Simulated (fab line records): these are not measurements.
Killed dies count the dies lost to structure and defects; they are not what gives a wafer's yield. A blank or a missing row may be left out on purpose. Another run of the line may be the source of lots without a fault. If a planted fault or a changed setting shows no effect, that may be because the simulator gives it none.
Which tool did it? || flow nandHarc || Sampling: 14 lots, 42 wafers, 7 of 1302 route steps

## WHAT THE GAUGES READ, wafer by wafer
NHARC_A_ONON_D1_THK_MEAS_05: measures by ellipsometry. Usual: thkNm 1001 nm, standard deviation 11.
{"lot": "L606", "measured": "day 7 17:52", "on": "filmMetro-01", "thkNm (nm)": "1002 1003 1002", "flag": ""}
{"lot": "L608", "measured": "day 8 14:43", "on": "filmMetro-02", "thkNm (nm)": "1001 1001 1002", "flag": ""}
{"lot": "L611", "measured": "day 9 23:58", "on": "filmMetro-01", "thkNm (nm)": "1002 1003 1003", "flag": ""}
{"lot": "L613", "measured": "day 10 16:10", "on": "filmMetro-02", "thkNm (nm)": "1008 1007 1006", "flag": ""}
{"lot": "L615", "measured": "day 11 09:25", "on": "filmMetro-02", "thkNm (nm)": "1002 1002 1002", "flag": ""}
{"lot": "L618", "measured": "day 12 17:52", "on": "filmMetro-02", "thkNm (nm)": "1007 1006 1006", "flag": ""}
{"lot": "L620", "measured": "day 13 22:50", "on": "filmMetro-01", "thkNm (nm)": "1001 1001 1001", "flag": ""}
{"lot": "L622", "measured": "day 14 18:13", "on": "filmMetro-01", "thkNm (nm)": "1007 1007 1007", "flag": ""}
{"lot": "L624", "measured": "day 15 07:22", "on": "filmMetro-02", "thkNm (nm)": "1013 1016 1015", "flag": ""}
{"lot": "L623", "measured": "day 15 12:24", "on": "filmMetro-01", "thkNm (nm)": "1009 1009 1008", "flag": ""}
{"lot": "L625", "measured": "day 15 17:31", "on": "filmMetro-01", "thkNm (nm)": "985 983 985", "flag": ""}
{"lot": "L627", "measured": "day 16 04:05", "on": "filmMetro-01", "thkNm (nm)": "997 995 995", "flag": ""}
{"lot": "L628", "measured": "day 17 00:23", "on": "filmMetro-01", "thkNm (nm)": "1009 1010 1008", "flag": ""}
{"lot": "L629", "measured": "day 17 04:37", "on": "filmMetro-01", "thkNm (nm)": "992 993 992", "flag": ""}

NHARC_A_CHANNEL_HOLE_D1_CD_MEAS_10 targets a cd of 100 nm. Usual: cdNm 100.3 nm, standard deviation 0.6.
{"lot": "L606", "measured": "day 8 12:06", "on": "cdSem-03", "cdNm (nm)": "99.1 100.9 100.4", "flag": ""}
{"lot": "L608", "measured": "day 9 11:11", "on": "cdSem-01", "cdNm (nm)": "101.1 99.7 99.4", "flag": ""}
{"lot": "L611", "measured": "day 10 17:53", "on": "cdSem-02", "cdNm (nm)": "78.6 79.0 79.5", "flag": "OFF"}
{"lot": "L613", "measured": "day 11 07:42", "on": "cdSem-03", "cdNm (nm)": "84.7 83.7 83.0", "flag": "OFF"}
{"lot": "L615", "measured": "day 11 22:51", "on": "cdSem-03", "cdNm (nm)": "86.0 85.6 85.9", "flag": "OFF"}
{"lot": "L618", "measured": "day 13 10:19", "on": "cdSem-01", "cdNm (nm)": "85.6 86.1 85.7", "flag": "OFF"}
{"lot": "L620", "measured": "day 14 14:54", "on": "cdSem-01", "cdNm (nm)": "99.8 99.6 99.8", "flag": ""}
{"lot": "L622", "measured": "day 15 10:29", "on": "cdSem-01", "cdNm (nm)": "99.7 100.0 99.9", "flag": ""}
{"lot": "L624", "measured": "day 16 02:26", "on": "cdSem-02", "cdNm (nm)": "100.6 101.2 100.0", "flag": ""}
{"lot": "L623", "measured": "day 16 01:17", "on": "cdSem-03", "cdNm (nm)": "100.3 100.7 101.4", "flag": ""}
{"lot": "L625", "measured": "day 16 09:48", "on": "cdSem-03", "cdNm (nm)": "100.7 100.1 100.5", "flag": ""}
{"lot": "L627", "measured": "day 17 02:05", "on": "cdSem-03", "cdNm (nm)": "100.4 101.2 100.3", "flag": ""}
{"lot": "L628", "measured": "day 17 16:05", "on": "cdSem-02", "cdNm (nm)": "101.4 100.7 101.3", "flag": ""}
{"lot": "L629", "measured": "day 17 22:29", "on": "cdSem-03", "cdNm (nm)": "100.1 100.7 99.5", "flag": ""}

NHARC_A_CHANNEL_HOLE_D1_CD_MEAS_18. Usual: cdNm 99 nm, standard deviation 3.1.
{"lot": "L606", "measured": "day 8 16:13", "on": "cdSem-03", "cdNm (nm)": "92 98 96", "flag": ""}
{"lot": "L608", "measured": "day 9 12:29", "on": "cdSem-03", "cdNm (nm)": "99 96 100", "flag": ""}
{"lot": "L611", "measured": "day 10 19:11", "on": "cdSem-02", "cdNm (nm)": "82 78 76", "flag": "OFF"}
{"lot": "L613", "measured": "day 11 08:59", "on": "cdSem-03", "cdNm (nm)": "81 79 81", "flag": "OFF"}
{"lot": "L615", "measured": "day 12 00:08", "on": "cdSem-03", "cdNm (nm)": "84 85 87", "flag": "OFF"}
{"lot": "L618", "measured": "day 13 11:43", "on": "cdSem-02", "cdNm (nm)": "88 86 77", "flag": "OFF"}
{"lot": "L620", "measured": "day 14 16:11", "on": "cdSem-02", "cdNm (nm)": "100 92 95", "flag": ""}
{"lot": "L622", "measured": "day 15 11:47", "on": "cdSem-03", "cdNm (nm)": "105 99 103", "flag": ""}
{"lot": "L624", "measured": "day 16 03:44", "on": "cdSem-02", "cdNm (nm)": "96 102 102", "flag": ""}
{"lot": "L623", "measured": "day 16 02:35", "on": "cdSem-03", "cdNm (nm)": "100 103 99", "flag": ""}
{"lot": "L625", "measured": "day 16 11:05", "on": "cdSem-03", "cdNm (nm)": "103 102 99", "flag": ""}
{"lot": "L627", "measured": "day 17 03:23", "on": "cdSem-02", "cdNm (nm)": "102 101 100", "flag": ""}
{"lot": "L628", "measured": "day 17 17:23", "on": "cdSem-01", "cdNm (nm)": "100 99 99", "flag": ""}
{"lot": "L629", "measured": "day 17 23:55", "on": "cdSem-01", "cdNm (nm)": "102 104 91", "flag": ""}

NHARC_A_CHANNEL_HOLE_D1_CD_MEAS_30. Usual: cdNm 89.5 nm, standard deviation 1.8.
{"lot": "L606", "measured": "day 8 21:50", "on": "cdSem-02", "cdNm (nm)": "92.0 91.4 89.9", "flag": ""}
{"lot": "L608", "measured": "day 9 19:55", "on": "cdSem-01", "cdNm (nm)": "89.8 87.8 89.1", "flag": ""}
{"lot": "L611", "measured": "day 11 01:07", "on": "cdSem-02", "cdNm (nm)": "68.7 69.1 66.4", "flag": "OFF"}
{"lot": "L613", "measured": "day 11 14:34", "on": "cdSem-03", "cdNm (nm)": "75.0 71.7 69.4", "flag": "OFF"}
{"lot": "L615", "measured": "day 12 10:46", "on": "cdSem-03", "cdNm (nm)": "73.3 75.7 75.9", "flag": "OFF"}
{"lot": "L618", "measured": "day 13 18:18", "on": "cdSem-02", "cdNm (nm)": "76.7 73.9 76.1", "flag": "OFF"}
{"lot": "L620", "measured": "day 14 21:47", "on": "cdSem-02", "cdNm (nm)": "90.9 89.3 92.4", "flag": ""}
{"lot": "L622", "measured": "day 15 17:22", "on": "cdSem-01", "cdNm (nm)": "91.7 91.7 88.9", "flag": ""}
{"lot": "L624", "measured": "day 16 11:39", "on": "cdSem-03", "cdNm (nm)": "90.7 90.7 89.2", "flag": ""}
{"lot": "L623", "measured": "day 16 08:11", "on": "cdSem-02", "cdNm (nm)": "90.3 90.0 89.1", "flag": ""}
{"lot": "L625", "measured": "day 16 16:41", "on": "cdSem-03", "cdNm (nm)": "89.2 89.3 92.6", "flag": ""}
{"lot": "L627", "measured": "day 17 11:55", "on": "cdSem-03", "cdNm (nm)": "90.3 89.5 91.3", "flag": ""}
{"lot": "L628", "measured": "day 18 00:01", "on": "cdSem-02", "cdNm (nm)": "91.0 93.6 91.4", "flag": ""}
{"lot": "L629", "measured": "day 18 07:20", "on": "cdSem-03", "cdNm (nm)": "90.0 90.8 89.8", "flag": ""}

## TOOL THAT RAN EACH LOT (tool first, then ch and the chambers of the sampled wafers, then the start)
{"lot": "L606", "NHARC_A_CHANNEL_HOLE_D1_DEP_01": "pecvd-04 ch 0,2, day 8 11:25", "NHARC_A_CHANNEL_HOLE_D1_EXPOSE_07": "arfiScanner-03 ch 0, day 8 11:58", "NHARC_A_CHANNEL_HOLE_D1_ETCH_23": "harEtch-01 ch 0,1, day 8 17:44"}
{"lot": "L608", "NHARC_A_CHANNEL_HOLE_D1_DEP_01": "pecvd-03 ch 0,1,2, day 9 10:26", "NHARC_A_CHANNEL_HOLE_D1_EXPOSE_07": "arfiScanner-03 ch 0, day 9 11:03", "NHARC_A_CHANNEL_HOLE_D1_ETCH_23": "harEtch-01 ch 0,1, day 9 15:55"}
{"lot": "L611", "NHARC_A_CHANNEL_HOLE_D1_DEP_01": "pecvd-04 ch 0,1,2, day 10 17:10", "NHARC_A_CHANNEL_HOLE_D1_EXPOSE_07": "arfiScanner-03 ch 0, day 10 17:45", "NHARC_A_CHANNEL_HOLE_D1_ETCH_23": "harEtch-02 ch 0,1, day 10 21:02"}
{"lot": "L613", "NHARC_A_CHANNEL_HOLE_D1_DEP_01": "pecvd-03 ch 0,2, day 11 07:05", "NHARC_A_CHANNEL_HOLE_D1_EXPOSE_07": "arfiScanner-03 ch 0, day 11 07:34", "NHARC_A_CHANNEL_HOLE_D1_ETCH_23": "harEtch-02 ch 0,1, day 11 10:43"}
{"lot": "L615", "NHARC_A_CHANNEL_HOLE_D1_DEP_01": "pecvd-04 ch 0,1,2, day 11 22:17", "NHARC_A_CHANNEL_HOLE_D1_EXPOSE_07": "arfiScanner-03 ch 0, day 11 22:43", "NHARC_A_CHANNEL_HOLE_D1_ETCH_23": "harEtch-02 ch 0, day 12 03:05"}
{"lot": "L618", "NHARC_A_CHANNEL_HOLE_D1_DEP_01": "pecvd-01 ch 1,2, day 13 09:35", "NHARC_A_CHANNEL_HOLE_D1_EXPOSE_07": "arfiScanner-03 ch 0, day 13 10:10", "NHARC_A_CHANNEL_HOLE_D1_ETCH_23": "harEtch-01 ch 0,1, day 13 14:11"}
{"lot": "L620", "NHARC_A_CHANNEL_HOLE_D1_DEP_01": "pecvd-03 ch 1,2, day 14 14:12", "NHARC_A_CHANNEL_HOLE_D1_EXPOSE_07": "arfiScanner-02 ch 0, day 14 14:46", "NHARC_A_CHANNEL_HOLE_D1_ETCH_23": "harEtch-01 ch 0,1, day 14 17:56"}
{"lot": "L622", "NHARC_A_CHANNEL_HOLE_D1_DEP_01": "pecvd-04 ch 0,1,2, day 15 09:46", "NHARC_A_CHANNEL_HOLE_D1_EXPOSE_07": "arfiScanner-02 ch 0, day 15 10:20", "NHARC_A_CHANNEL_HOLE_D1_ETCH_23": "harEtch-01 ch 0,1, day 15 13:17"}
{"lot": "L624", "NHARC_A_CHANNEL_HOLE_D1_DEP_01": "pecvd-01 ch 0,1,2, day 16 01:41", "NHARC_A_CHANNEL_HOLE_D1_EXPOSE_07": "arfiScanner-01 ch 0, day 16 02:17", "NHARC_A_CHANNEL_HOLE_D1_ETCH_23": "harEtch-01 ch 0,1, day 16 07:18"}
{"lot": "L623", "NHARC_A_CHANNEL_HOLE_D1_DEP_01": "pecvd-01 ch 1,2, day 16 00:41", "NHARC_A_CHANNEL_HOLE_D1_EXPOSE_07": "arfiScanner-02 ch 0, day 16 01:08", "NHARC_A_CHANNEL_HOLE_D1_ETCH_23": "harEtch-02 ch 0,1, day 16 04:11"}
{"lot": "L625", "NHARC_A_CHANNEL_HOLE_D1_DEP_01": "pecvd-01 ch 0,1, day 16 09:14", "NHARC_A_CHANNEL_HOLE_D1_EXPOSE_07": "arfiScanner-01 ch 0, day 16 09:40", "NHARC_A_CHANNEL_HOLE_D1_ETCH_23": "harEtch-02 ch 0,1, day 16 12:43"}
{"lot": "L627", "NHARC_A_CHANNEL_HOLE_D1_DEP_01": "pecvd-04 ch 0,1, day 17 01:23", "NHARC_A_CHANNEL_HOLE_D1_EXPOSE_07": "arfiScanner-02 ch 0, day 17 01:57", "NHARC_A_CHANNEL_HOLE_D1_ETCH_23": "harEtch-01 ch 0,1, day 17 08:01"}
{"lot": "L628", "NHARC_A_CHANNEL_HOLE_D1_DEP_01": "pecvd-04 ch 1,2, day 17 15:22", "NHARC_A_CHANNEL_HOLE_D1_EXPOSE_07": "arfiScanner-01 ch 0, day 17 15:56", "NHARC_A_CHANNEL_HOLE_D1_ETCH_23": "harEtch-01 ch 0, day 17 20:02"}
{"lot": "L629", "NHARC_A_CHANNEL_HOLE_D1_DEP_01": "pecvd-01 ch 0,2, day 17 21:46", "NHARC_A_CHANNEL_HOLE_D1_EXPOSE_07": "arfiScanner-02 ch 0, day 17 22:22", "NHARC_A_CHANNEL_HOLE_D1_ETCH_23": "harEtch-02 ch 0,1, day 18 03:16"}
- NHARC_A_CHANNEL_HOLE_D1_DEP_01: deposits SiON, target thk 140 nm.
- NHARC_A_CHANNEL_HOLE_D1_EXPOSE_07: exposes mask HOLE D1, target cd 100 nm.
- NHARC_A_CHANNEL_HOLE_D1_ETCH_23: etches the open film in C4F8/O2/Ar, time 819 s, target depth 1600 nm.

## AS READ BY THE TOOLS THEMSELVES (means over the sampled wafers that have a number; for cases with no such wafer, the mark the record gives instead)
NHARC_A_CHANNEL_HOLE_D1_DEP_01. Usual: heaterPowerW 747 W, standard deviation 110.
{"lot": "L606", "tool": "pecvd-04", "heaterPowerW (W)": 788, "flag": ""}
{"lot": "L608", "tool": "pecvd-03", "heaterPowerW (W)": 773, "flag": ""}
{"lot": "L611", "tool": "pecvd-04", "heaterPowerW (W)": 850, "flag": ""}
{"lot": "L613", "tool": "pecvd-03", "heaterPowerW (W)": 751, "flag": ""}
{"lot": "L615", "tool": "pecvd-04", "heaterPowerW (W)": 762, "flag": ""}
{"lot": "L618", "tool": "pecvd-01", "heaterPowerW (W)": 621, "flag": ""}
{"lot": "L620", "tool": "pecvd-03", "heaterPowerW (W)": 814, "flag": ""}
{"lot": "L622", "tool": "pecvd-04", "heaterPowerW (W)": 768, "flag": ""}
{"lot": "L624", "tool": "pecvd-01", "heaterPowerW (W)": 752, "flag": ""}
{"lot": "L623", "tool": "pecvd-01", "heaterPowerW (W)": 737, "flag": ""}
{"lot": "L625", "tool": "pecvd-01", "heaterPowerW (W)": 619, "flag": ""}
{"lot": "L627", "tool": "pecvd-04", "heaterPowerW (W)": 886, "flag": ""}
{"lot": "L628", "tool": "pecvd-04", "heaterPowerW (W)": 787, "flag": ""}
{"lot": "L629", "tool": "pecvd-01", "heaterPowerW (W)": 741, "flag": ""}

NHARC_A_CHANNEL_HOLE_D1_EXPOSE_07. Usual: exposureDoseMJCm2 59.59, standard deviation 0.076.
{"lot": "L606", "tool": "arfiScanner-03", "exposureDoseMJCm2": 59.66, "flag": ""}
{"lot": "L608", "tool": "arfiScanner-03", "exposureDoseMJCm2": 59.57, "flag": ""}
{"lot": "L611", "tool": "arfiScanner-03", "exposureDoseMJCm2": 37.61, "flag": "OFF"}
{"lot": "L613", "tool": "arfiScanner-03", "exposureDoseMJCm2": 42.06, "flag": "OFF"}
{"lot": "L615", "tool": "arfiScanner-03", "exposureDoseMJCm2": 43.76, "flag": "OFF"}
{"lot": "L618", "tool": "arfiScanner-03", "exposureDoseMJCm2": 43.74, "flag": "OFF"}
{"lot": "L620", "tool": "arfiScanner-02", "exposureDoseMJCm2": 59.62, "flag": ""}
{"lot": "L622", "tool": "arfiScanner-02", "exposureDoseMJCm2": 59.64, "flag": ""}
{"lot": "L624", "tool": "arfiScanner-01", "exposureDoseMJCm2": 59.57, "flag": ""}
{"lot": "L623", "tool": "arfiScanner-02", "exposureDoseMJCm2": 59.61, "flag": ""}
{"lot": "L625", "tool": "arfiScanner-01", "exposureDoseMJCm2": 59.56, "flag": ""}
{"lot": "L627", "tool": "arfiScanner-02", "exposureDoseMJCm2": 59.61, "flag": ""}
{"lot": "L628", "tool": "arfiScanner-01", "exposureDoseMJCm2": 59.56, "flag": ""}
{"lot": "L629", "tool": "arfiScanner-02", "exposureDoseMJCm2": 59.59, "flag": ""}

NHARC_A_CHANNEL_HOLE_D1_ETCH_23. Usual: drypumpMotorCurrentA 5.8 A, standard deviation 0.35; mfcArSccm 375.2 sccm, standard deviation 1; showerheadPlenumPTorr 3.67 Torr, standard deviation 0.078; throttleValvePct 32.154 %, standard deviation 0.011.
{"lot": "L606", "tool": "harEtch-01", "drypumpMotorCurrentA (A)": 5.7, "mfcArSccm (sccm)": 375.5, "showerheadPlenumPTorr (Torr)": 3.73, "throttleValvePct (%)": 32.152, "flag": ""}
{"lot": "L608", "tool": "harEtch-01", "drypumpMotorCurrentA (A)": 5.7, "mfcArSccm (sccm)": 375.1, "showerheadPlenumPTorr (Torr)": 3.73, "throttleValvePct (%)": 32.145, "flag": ""}
{"lot": "L611", "tool": "harEtch-02", "drypumpMotorCurrentA (A)": 5.7, "mfcArSccm (sccm)": 375.7, "showerheadPlenumPTorr (Torr)": 3.59, "throttleValvePct (%)": 32.158, "flag": ""}
{"lot": "L613", "tool": "harEtch-02", "drypumpMotorCurrentA (A)": 6.1, "mfcArSccm (sccm)": 375.5, "showerheadPlenumPTorr (Torr)": 3.62, "throttleValvePct (%)": 32.170, "flag": ""}
{"lot": "L615", "tool": "harEtch-02", "drypumpMotorCurrentA (A)": 6.4, "mfcArSccm (sccm)": 375.9, "showerheadPlenumPTorr (Torr)": 3.63, "throttleValvePct (%)": 32.160, "flag": ""}
{"lot": "L618", "tool": "harEtch-01", "drypumpMotorCurrentA (A)": 5.7, "mfcArSccm (sccm)": 375.4, "showerheadPlenumPTorr (Torr)": 3.69, "throttleValvePct (%)": 32.150, "flag": ""}
{"lot": "L620", "tool": "harEtch-01", "drypumpMotorCurrentA (A)": 5.7, "mfcArSccm (sccm)": 374.3, "showerheadPlenumPTorr (Torr)": 3.69, "throttleValvePct (%)": 32.150, "flag": ""}
{"lot": "L622", "tool": "harEtch-01", "drypumpMotorCurrentA (A)": 5.7, "mfcArSccm (sccm)": 375.0, "showerheadPlenumPTorr (Torr)": 3.68, "throttleValvePct (%)": 32.159, "flag": ""}
{"lot": "L624", "tool": "harEtch-01", "drypumpMotorCurrentA (A)": 5.7, "mfcArSccm (sccm)": 374.7, "showerheadPlenumPTorr (Torr)": 3.67, "throttleValvePct (%)": 32.156, "flag": ""}
{"lot": "L623", "tool": "harEtch-02", "drypumpMotorCurrentA (A)": 5.7, "mfcArSccm (sccm)": 373.6, "showerheadPlenumPTorr (Torr)": 3.56, "throttleValvePct (%)": 32.157, "flag": ""}
{"lot": "L625", "tool": "harEtch-02", "drypumpMotorCurrentA (A)": 5.7, "mfcArSccm (sccm)": 375.3, "showerheadPlenumPTorr (Torr)": 3.56, "throttleValvePct (%)": 32.154, "flag": ""}
{"lot": "L627", "tool": "harEtch-01", "drypumpMotorCurrentA (A)": 5.8, "mfcArSccm (sccm)": 375.4, "showerheadPlenumPTorr (Torr)": 3.67, "throttleValvePct (%)": 32.150, "flag": ""}
{"lot": "L628", "tool": "harEtch-01", "drypumpMotorCurrentA (A)": 5.8, "mfcArSccm (sccm)": 376.1, "showerheadPlenumPTorr (Torr)": 3.66, "throttleValvePct (%)": 32.156, "flag": ""}
{"lot": "L629", "tool": "harEtch-02", "drypumpMotorCurrentA (A)": 5.7, "mfcArSccm (sccm)": 374.5, "showerheadPlenumPTorr (Torr)": 3.93, "throttleValvePct (%)": 32.150, "flag": "OFF"}

## THE ANSWER, worked out from the rows above alone
Rule: lot off if the mean of its wafers having a number is beyond 3 standard deviations from the usual mean. Also off: a lot with no number at a reading for which 4 or more lots have one. The other lots that the step has rows for count as sound. The gauges are gone through in route order, then the tools' own readings, and for those a lot's mean is taken as printed above. At the first step where some lot is off, the reading lying furthest off is the one used; lots without a number count as furthest.
Off: L611, L613, L615, L618 (NHARC_A_CHANNEL_HOLE_D1_CD_MEAS_10, cdNm).
A tool fits if, at a process step before that reading, it ran every lot that is off, and no sound lot after the first of them. The gauges at NHARC_A_CHANNEL_HOLE_D1_CD_MEAS_10 aren't tried: what is off there is off at NHARC_A_CHANNEL_HOLE_D1_EXPOSE_07 too, on other tools, and a gauge's error can't cause that. One candidate fits, namely arfiScanner-03 at NHARC_A_CHANNEL_HOLE_D1_EXPOSE_07. A fault onset in the window from L608 (day 9 11:03, its last sound lot) to L611 (day 10 17:45, its first lot off) fits.
The tool's own readings at NHARC_A_CHANNEL_HOLE_D1_EXPOSE_07 bear it out: on the lots that are off they differ by more than 5 times the standard deviation of the sound lots' means. exposureDoseMJCm2 reads 41.79 there against 59.60 on the sound lots.

## WHAT HAD BEEN PUT IN BY THE SIMULATOR
Process parameters drifting: arfiScanner-03 at NHARC_A_CHANNEL_HOLE_D1_EXPOSE_07, beginning at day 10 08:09. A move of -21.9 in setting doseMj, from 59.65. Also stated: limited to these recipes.
Struck lots among those shown: L611, L613, L615, L618. Same finding as the rule above.
